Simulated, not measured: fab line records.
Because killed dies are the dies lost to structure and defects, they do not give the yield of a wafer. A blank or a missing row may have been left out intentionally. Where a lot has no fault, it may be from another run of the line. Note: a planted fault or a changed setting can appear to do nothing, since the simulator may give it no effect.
fab line records ; flow nandHarc
[record] lots = 11; wafers = 33; lastDay = 24
route steps=1159 shown A_CONTACT@937
lots that met no fault: taken from a fault-free run of the same line
startH: hours from the record's opening day to when the first of the lot's shown wafers began ; waitH: time in hours since the lot's previous step ; " the same as in the row above ; L1.1+2: several wafers, shown together as one row ; - no value present, or no start provided ; * or withheld: withheld ; < > ~ a bound
route shown NAME@n: names a module that has steps shown in the file, with the first one's number in the route ; usual: the fault-free wafers' mean and standard deviation ; same: alike in all rows ; chamber/n: place in a boat ; sites: per-site readings ; _std_site: the standard deviation of these ; _edge_site: inner sites' mean taken away from outer sites' mean ; radiusMm: how far each site lies from the wafer's centre ; mask NAME#n: copy n ; behind: the last tool/chamber to shape the wafer ; hold: what put the lot on hold/how long, in hours/how the hold closed ; device: transistor that didn't switch, given as n, p or np ; end of line: the route-end tests of the same wafers ; a step given without rows: its recipe and nothing more ; killed: the dies lost at the first sort to structure and to defects; this is not the yield of the wafer ; map: a wafer's dies, x killed, . not, _ none there
set.NAME: the run value of the setting; set.NAME@STEP: its run value at that earlier step ; model.NAME: the simulator's own value behind a step, which no gauge read
a sample of lots followed through the steps of the route, with each step as a table and each wafer as a row
services: from which hour (startH, from the record's first day; less than 0 if before it) a tool's chamber was out of use, for how many hours, and why
[[steps]]
[step NHARC_A_CONTACT_INSPECT_10]
[usual] rawDefectCount = 31/15
lot.wafer;tool;chamber;startH;waitH;rawDefectCount
L397.2;defectInspect-02;-;388.19;0.0;16
L397.5;defectInspect-02;-;388.19;0.0;24
L397.6;defectInspect-02;-;388.19;0.0;17
L406.1;defectInspect-01;-;433.50;0.0;24
L406.2;defectInspect-01;-;433.50;0.0;21
L406.6;defectInspect-01;-;433.50;0.0;31
L409.2;defectInspect-01;-;449.19;0.0;34
L409.5;defectInspect-01;-;449.19;0.0;41
L409.6;defectInspect-01;-;449.19;0.0;27
L407.2;defectInspect-01;-;452.01;0.0;17
L407.4;defectInspect-01;-;452.01;0.0;21
L407.5;defectInspect-01;-;452.01;0.0;16
L408.1;defectInspect-01;-;458.35;0.0;27
L408.4;defectInspect-01;-;458.35;0.0;32
L408.6;defectInspect-01;-;458.35;0.0;42
L410.1;defectInspect-01;-;462.02;0.0;42
L410.2;defectInspect-01;-;462.02;0.0;54
L410.4;defectInspect-01;-;462.02;0.0;52
L412.3;defectInspect-01;-;466.44;0.0;49
L412.4;defectInspect-01;-;466.44;0.0;46
L412.6;defectInspect-01;-;466.44;0.0;44
L411.1;defectInspect-01;-;467.66;0.0;30
L411.4;defectInspect-01;-;467.66;0.0;43
L411.6;defectInspect-01;-;467.66;0.0;33
L416.1;defectInspect-02;-;489.88;0.0;53
L416.2;defectInspect-02;-;489.88;0.0;47
L416.6;defectInspect-02;-;489.88;0.0;68
L417.1;defectInspect-02;-;507.01;0.1;29
L417.4;defectInspect-02;-;507.01;0.1;20
L417.5;defectInspect-02;-;507.01;0.1;16
L420.1;defectInspect-01;-;525.36;0.0;23
L420.2;defectInspect-01;-;525.36;0.0;21
L420.4;defectInspect-01;-;525.36;0.0;24
[step NHARC_A_CONTACT_ETCH_139]
[recipe] sourceW = withheld; pressureMtorr = 20; biasV = 400; timeS = 137; targetDepthA = 5900; arFlowSccm = withheld; c4f8FlowSccm = 11.5; o2FlowSccm = 7.2; chemistry = C4F8/O2/Ar
[usual] oesAirLineAu = 1.000/0.02
lot.wafer;tool;chamber;startH;waitH;oesAirLineAu;rfHoursCounterH
L397.2;harCapEtch-02;1;390.11;0.1;1.005;13
L397.5;harCapEtch-02;1;390.11;0.1;0.974;-
L397.6;harCapEtch-02;0;390.11;0.1;0.975;-
L406.2;harCapEtch-01;0;435.24;0.1;0.981;68
L406.1;harCapEtch-01;1;435.24;0.1;1.029;68
L406.6;harCapEtch-01;0;435.24;0.1;1.009;-
L409.2;harCapEtch-01;0;450.93;0.1;1.019;70
L409.6;harCapEtch-01;0;450.93;0.1;0.981;-
L409.5;harCapEtch-01;1;450.93;0.1;1.001;-
L407.2;harCapEtch-01;0;455.32;0.1;0.991;71
L407.4;harCapEtch-01;0;455.32;0.1;1.008;-
L407.5;harCapEtch-01;0;455.32;0.1;0.979;-
L408.1;harCapEtch-03;1;460.12;0.1;1.012;96
L408.4;harCapEtch-03;1;460.12;0.1;0.984;-
L408.6;harCapEtch-03;1;460.12;0.1;1.008;-
L410.1;harCapEtch-01;1;464.51;0.1;1.006;73
L410.2;harCapEtch-01;0;464.51;0.1;0.997;73
L410.4;harCapEtch-01;1;464.51;0.1;1.023;-
L412.3;harCapEtch-02;1;468.52;0.2;0.998;-
L412.4;harCapEtch-02;0;468.52;0.2;1.005;-
L412.6;harCapEtch-02;1;468.52;0.2;1.021;-
L411.1;harCapEtch-03;1;469.41;0.1;0.986;98
L411.4;harCapEtch-03;0;469.41;0.1;0.997;-
L411.6;harCapEtch-03;1;469.41;0.1;0.976;-
L416.1;harCapEtch-02;0;491.62;0.1;1.012;31
L416.2;harCapEtch-02;1;491.62;0.1;0.986;31
L416.6;harCapEtch-02;0;491.62;0.1;0.995;-
L417.1;harCapEtch-02;0;508.75;0.1;1.009;34
L417.4;harCapEtch-02;0;508.75;0.1;0.999;-
L417.5;harCapEtch-02;0;508.75;0.1;1.007;-
L420.1;harCapEtch-01;1;527.16;0.1;0.986;85
L420.2;harCapEtch-01;0;527.16;0.1;1.019;85
L420.4;harCapEtch-01;1;527.16;0.1;0.998;-
[step NHARC_A_CONTACT_ETCH_98]
[recipe] targetDepthA = 200; overEtchFrac = 0.5; timeS = 10; ionEnergyEv = 250; c4f6FlowSccm = 25; o2FlowSccm = 20; arFlowSccm = 500; rfW = 600; biasW = 500; chemistry = C4F6/O2
[usual] drypumpMotorCurrentA = 5.6/0.31; o2FlowSccm = 20.01/0.055; oesProductAu = 0.959/0.024; rfVppV = 546.8/2.9; showerheadPlenumPTorr = 3.92/0.13; throttleValvePct = 26.905/0.0091
lot.wafer;tool;chamber;startH;waitH;drypumpMotorCurrentA;o2FlowSccm;oesProductAu;rfHoursCounterH;rfVppV;showerheadPlenumPTorr;throttleValvePct
L397.2;rieDiel-12;1;390.66;-;5.8;20.02;1.003;0;544.2;3.89;26.902
L397.5;rieDiel-12;3;390.66;-;5.5;20.04;1.008;-;545.8;3.79;26.916
L397.6;rieDiel-12;0;390.66;-;5.5;19.95;0.997;-;550.2;4.09;26.908
L406.1;rieDiel-02;3;435.77;-;4.9;19.92;0.958;34;544.7;3.86;26.906
L406.2;rieDiel-02;0;435.77;-;5.6;20.04;0.963;40;550.3;4.10;26.904
L406.6;rieDiel-02;0;435.77;-;5.6;20.09;0.959;-;550.7;4.10;26.912
L409.2;rieDiel-12;1;451.48;-;5.8;20.10;0.713;12;545.2;3.88;26.888
L409.6;rieDiel-12;2;451.48;-;5.9;19.95;0.715;-;544.0;3.78;26.908
L409.5;rieDiel-12;3;451.48;-;5.4;20.01;0.730;-;543.8;3.78;26.923
L407.2;rieDiel-04;0;455.84;-;5.4;20.04;0.930;56;543.6;3.78;26.902
L407.4;rieDiel-04;1;455.84;-;5.5;19.97;0.945;58;552.0;4.15;26.893
L407.5;rieDiel-04;3;455.84;-;5.8;19.92;0.935;-;549.3;4.00;26.909
L408.4;rieDiel-12;1;460.66;-;5.8;20.01;0.713;14;547.1;3.88;26.898
L408.1;rieDiel-12;2;460.66;-;5.9;20.05;0.728;14;543.2;3.78;26.905
L408.6;rieDiel-12;1;460.66;-;5.8;20.01;0.708;-;546.7;3.88;26.913
L410.2;rieDiel-02;1;465.13;-;5.8;19.98;0.945;53;545.5;3.85;26.914
L410.4;rieDiel-02;2;465.13;-;6.3;20.05;0.957;50;549.0;4.05;26.916
L410.1;rieDiel-02;0;465.13;-;5.6;20.00;0.933;55;548.7;4.09;26.915
L412.3;rieDiel-02;2;469.04;-;6.2;19.96;0.947;51;548.7;4.05;26.891
L412.4;rieDiel-02;0;469.04;-;5.6;20.00;0.933;56;549.8;4.09;26.899
L412.6;rieDiel-02;1;469.04;-;5.8;20.03;0.950;-;545.4;3.85;26.892
L411.1;rieDiel-02;2;469.95;-;6.2;20.08;0.941;52;550.0;4.05;26.907
L411.4;rieDiel-02;1;469.95;-;5.8;19.95;0.945;55;546.3;3.85;26.913
L411.6;rieDiel-02;2;469.95;-;6.2;20.02;0.954;-;550.9;4.05;26.894
L416.1;rieDiel-04;0;492.16;-;5.4;20.01;0.955;5;544.0;3.78;26.915
L416.2;rieDiel-04;1;492.16;-;5.6;19.99;0.940;5;551.9;4.15;26.899
L416.6;rieDiel-04;1;492.16;-;5.6;19.92;0.938;-;551.2;4.15;26.897
L417.4;rieDiel-04;2;509.35;-;5.0;20.04;0.997;11;546.9;3.90;26.906
L417.1;rieDiel-04;0;509.35;-;5.4;20.09;0.998;11;543.0;3.77;26.889
L417.5;rieDiel-04;1;509.35;-;5.6;19.98;0.994;-;551.4;4.15;26.910
L420.2;rieDiel-02;1;527.70;-;5.8;19.96;0.986;3;545.7;3.84;26.915
L420.4;rieDiel-02;2;527.70;-;6.2;20.04;0.998;5;549.6;4.04;26.905
L420.1;rieDiel-02;3;527.70;-;4.9;20.17;1.018;5;544.6;3.84;26.909
[step NHARC_A_CONTACT_ALD_18]
[recipe] targetThkA = 30; pulseTimeS = 1; aldCycles = 150; tempC = 450; material = TiN
[usual] heaterPowerW = 1097/120; precursorPulseHeightRel = 0.994/0.02; susceptorTempC = 449.99/0.24
[same] aldCycles = 150; pulseTimeS = 1
lot.wafer;tool;chamber;startH;waitH;heaterPowerW;precursorPulseHeightRel;susceptorTempC
L397.2;aldMetal-01;1;391.72;-;1128;1.007;450.03
L397.5;aldMetal-01;3;391.72;-;975;1.014;449.97
L397.6;aldMetal-01;0;391.72;-;1108;0.991;450.18
L406.2;aldMetal-02;3;436.85;-;966;0.998;450.08
L406.1;aldMetal-02;0;436.85;-;896;0.982;449.84
L406.6;aldMetal-02;2;436.85;-;1265;0.992;450.00
L409.2;aldMetal-01;2;452.51;-;1309;0.986;-
L409.5;aldMetal-01;1;452.51;-;1108;0.984;-
L409.6;aldMetal-01;2;452.51;-;1323;0.972;-
L407.4;aldMetal-02;3;456.95;-;1008;1.018;449.81
L407.2;aldMetal-02;1;456.95;-;1262;1.017;449.87
L407.5;aldMetal-02;2;456.95;-;1238;0.982;449.66
L408.1;aldMetal-02;2;461.72;-;1301;1.024;449.90
L408.4;aldMetal-02;3;461.72;-;1017;0.975;449.57
L408.6;aldMetal-02;1;461.72;-;1249;0.983;450.16
L410.2;aldMetal-02;3;466.17;-;1024;1.022;450.22
L410.4;aldMetal-02;1;466.17;-;1242;1.020;450.20
L410.1;aldMetal-02;2;466.17;-;1280;0.978;449.68
L412.4;aldMetal-03;2;470.06;-;1061;1.008;449.85
L412.3;aldMetal-03;3;470.06;-;1054;0.971;449.66
L412.6;aldMetal-03;2;470.06;-;1063;0.972;449.82
L411.1;aldMetal-02;2;470.97;-;1298;1.037;449.91
L411.4;aldMetal-02;3;470.97;-;1014;1.020;450.10
L411.6;aldMetal-02;2;470.97;-;1248;0.969;449.79
L416.2;aldMetal-03;1;493.18;-;1151;1.008;450.11
L416.1;aldMetal-03;2;493.18;-;1073;0.999;449.87
L416.6;aldMetal-03;2;493.18;-;1078;0.951;449.88
L417.1;aldMetal-01;1;512.23;-;1078;1.013;450.65
L417.5;aldMetal-01;1;512.23;-;1086;1.019;450.35
L417.4;aldMetal-01;3;512.23;-;1037;0.988;450.22
L420.4;aldMetal-02;2;528.72;-;1273;0.971;449.71
L420.1;aldMetal-02;3;528.72;-;1015;1.006;449.90
L420.2;aldMetal-02;1;528.72;-;1296;0.969;450.51
[[services]]
tool;chamber;startH;hours;kind
rieDiel-02;3;366.58;10.0;repair
aldMetal-02;0;374.00;-;clean
aldMetal-02;1;374.00;-;clean
rieDiel-12;-;379.56;9.0;pm
harCapEtch-01;-;381.60;1.5;repair
aldMetal-03;1;388.82;27.6;repair
aldMetal-03;3;400.31;5.2;repair
aldMetal-01;-;437.97;1.3;repair
rieDiel-02;3;445.76;3.6;repair
harCapEtch-03;-;451.41;0.4;repair
aldMetal-01;-;458.00;10.0;pm
harCapEtch-01;-;459.29;2.5;repair
rieDiel-04;1;463.98;8.4;repair
rieDiel-04;-;466.09;9.0;pm
aldMetal-02;2;482.93;32.3;repair
rieDiel-02;-;491.24;0.7;repair
harCapEtch-03;-;492.75;0.6;repair
rieDiel-12;2;493.22;6.1;repair
rieDiel-12;3;493.55;2.2;repair
rieDiel-02;3;495.51;2.1;repair
aldMetal-03;-;500.00;10.0;pm
aldMetal-01;2;501.61;23.6;repair
rieDiel-02;-;505.39;9.0;pm
rieDiel-02;-;524.53;0.9;repair
[[key]]
[firstSign] step = NHARC_A_CONTACT_ETCH_98; reading = oesProductAu; direction = down; sigmas = 10; usual = 0.959; struck = 0.718
effect none on later readings
metAt NHARC_A_CONTACT_ETCH_98
struckLots L408,L409
laterRowsLeftOut L408.1,L408.4,L408.6,L409.2,L409.5,L409.6
sortLeftOut L408.1,L408.4,L408.6,L409.2,L409.5,L409.6
testerLeftOut L408,L409
notActingAt NHARC_A_CONTACT_INSPECT_10,NHARC_A_CONTACT_ETCH_139,NHARC_A_CONTACT_ALD_18
onsetBetween 390.66 451.48
[fault] kind = processParameterDrift; tool = rieDiel-12; chamber = -; onsetH = 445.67; steps = NHARC_A_CONTACT_ETCH_98; channel = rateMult; offset = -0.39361; shape = step; endH = 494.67
// testerLeftOut: of these lots the tester's yield and bins aren't shown, on N5 and GAA mostly nor the transistor test; their killed dies are dies lost to structure and defects alone, not to doping, threshold or leakage, so they don't give the yield
// sortLeftOut: the simulated sort isn't trusted on such a fault, so these wafers' sort isn't shown, and their yield isn't known
// laterRowsLeftOut: the simulator's readings of these wafers behind a module that went badly wrong aren't trusted and aren't shown, but for the sort
